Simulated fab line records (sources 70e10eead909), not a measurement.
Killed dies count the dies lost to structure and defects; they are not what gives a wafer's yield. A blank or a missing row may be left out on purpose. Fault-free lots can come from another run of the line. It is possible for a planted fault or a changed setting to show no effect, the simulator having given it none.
Matching of chambers | flow nand harc | rie diel-01 running NHARC_P_GATE_DESCUM_93: 4 sister chambers
The step chemistry O2, time 3 s. 4 wafers are shown with their chamber, then 7 later ones without.

## WAFERS PAIRED WITH THEIR CHAMBERS
wafer  | chamber | drypump motor current A (A)
L309.4 | 2       | 5.3
L309.6 | 3       | 6.5
L319.2 | 1       | 5.4
L319.3 | 0       | 5.0

## WAFERS WITHOUT THEIR CHAMBER
wafer  | drypump motor current A (A)
L319.5 | 5.0
L322.2 | 5.4
L322.5 | 5.4
L322.6 | 6.5
L323.2 | 5.4
L323.4 | 6.5
L323.5 | 5.5

## EACH ONE'S CHAMBER
wafer  | from the rows above | in truth
L319.5 | 0                   | 0
L322.2 | 1                   | 1
L322.5 | 1                   | 1
L322.6 | 3                   | 3
L323.2 | 1                   | 1
L323.4 | 3                   | 3
L323.5 | 1                   | 1
Correct placement for 7 of the 7. From these rows, 0 cannot be placed. Wrongly placed: 0.
How it was worked out, from the rows above alone: a wafer's distance from a chamber is the root of the sum, over the readings, of the square of ((its reading less the chamber's mean) divided by the reading's scatter). The wafer belongs to the nearest chamber; if the next one is less than 2 further off, it can't be placed. Each chamber's mean is taken over the wafers shown for it. The scatter (one wafer shown for each chamber): square how far every hidden wafer sits from the nearest shown wafer, average those squares and take the square root.
